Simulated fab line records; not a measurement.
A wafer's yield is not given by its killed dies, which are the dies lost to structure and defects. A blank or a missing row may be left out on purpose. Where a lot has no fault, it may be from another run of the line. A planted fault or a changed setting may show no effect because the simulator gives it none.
Split-lot trial ; flow n5_finfet ; route with 1938 steps; 7 lots, 39 wafers read

## ON THE SPLIT
At N5_ZERO_LAYER_DEVELOP_10 (develop time 60 s), the setting develop_time_s was moved away from the recipe's 60 s on 12 of the 39 wafers read, by -34.0% to +60.0%. The other wafers ran this setting at the recipe's value.

## SPLIT TO READING: what lies between them in the file, 1 step
- N5_ZERO_LAYER_HARDBAKE_23: time 120 s

## THE READING
cd_nm, in nm, at N5_ZERO_LAYER_CD_MEAS_11 (target cd 2000 nm). A value of 1999.9 nm with a standard deviation of 2 nm is what fault-free wafers of this fab line usually give.

wafer;tool, chamber at the split;develop_time_s as run, s;against the recipe;cd_nm, nm;against lot-mates on the recipe
L079.1;litho_track-03, 0;95.99;+60.0%;2008.8;+9.6
L079.2;litho_track-03, 0;60;recipe;2000.9;-
L079.3;litho_track-03, 0;60;recipe;1998.1;-
L079.4;litho_track-03, 0;60;recipe;1998.6;-
L079.5;litho_track-03, 0;95.99;+60.0%;2010.5;+11.3
L079.6;litho_track-03, 0;95.99;+60.0%;2009.2;+10.0
L082.1;litho_track-04, 0;60;recipe;1999.1;-
L082.2;litho_track-04, 0;60;recipe;2001.9;-
L082.3;litho_track-04, 0;60;recipe;2002.1;-
L082.4;litho_track-04, 0;60;recipe;2000.6;-
L082.5;litho_track-04, 0;60;recipe;2001.5;-
L082.6;litho_track-04, 0;60;recipe;2001.2;-
L085.1;litho_track-04, 0;60;recipe;2001.1;-
L085.2;litho_track-04, 0;60;recipe;1998.9;-
L085.3;litho_track-04, 0;60;recipe;2000.2;-
L085.4;litho_track-04, 0;73.75;+22.9%;2005.8;+5.7
L085.5;litho_track-04, 0;73.75;+22.9%;2003.2;+3.1
L085.6;litho_track-04, 0;73.75;+22.9%;2005.9;+5.8
L091.1;litho_track-01, 0;60;recipe;2003.4;-
L091.2;litho_track-01, 0;60;recipe;2001.4;-
L091.3;litho_track-01, 0;60;recipe;1999.9;-
L091.4;litho_track-01, 0;60;recipe;1998.7;-
L091.5;litho_track-01, 0;60;recipe;1998.4;-
L091.6;litho_track-01, 0;60;recipe;1999.6;-
L093.2;litho_track-04, 0;60;recipe;2001.2;-
L093.4;litho_track-04, 0;60;recipe;1999.0;-
L093.6;litho_track-04, 0;60;recipe;2001.4;-
L094.1;litho_track-04, 0;39.6;-34.0%;1991.9;-9.7
L094.2;litho_track-04, 0;60;recipe;2000.0;-
L094.3;litho_track-04, 0;60;recipe;2001.2;-
L094.4;litho_track-04, 0;39.6;-34.0%;1995.7;-5.9
L094.5;litho_track-04, 0;39.6;-34.0%;1990.7;-10.9
L094.6;litho_track-04, 0;60;recipe;2003.5;-
L095.1;litho_track-01, 0;60;recipe;1998.8;-
L095.2;litho_track-01, 0;75.25;+25.4%;2002.8;+2.3
L095.3;litho_track-01, 0;75.25;+25.4%;2002.2;+1.7
L095.4;litho_track-01, 0;60;recipe;2001.1;-
L095.5;litho_track-01, 0;60;recipe;2001.5;-
L095.6;litho_track-01, 0;75.25;+25.4%;2004.5;+4.0

FIT RESULTS
A straight line over all 39 wafers: cd_nm changes by +0.168 nm for each +1% of develop_time_s; r = +0.91; the points scatter about the line by 1.6 nm.
The same after taking each lot's own level away (the mean of its wafers on the recipe; 39 wafers): +0.19 nm for each +1%; r = +0.93; scatter 1.6 nm.
On that fit, the largest move of develop_time_s shifts the reading by 11 nm.
The span of the lots' own levels, 1999.20 to 2001.57 nm, comes to 1.2 times the standard deviation stated above.
Thus the slope moves with the lot-to-lot level: the two fits are different.
Check: with one of the wafers moved furthest among these (+60.0%) left out of the fit, the line predicts +11.4 nm for it against its lot-mates. It came out at +9.6 nm against them.

## FILE'S OWN FIT
cd_nm changes by +0.185 nm for each +1% of develop_time_s, r = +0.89.
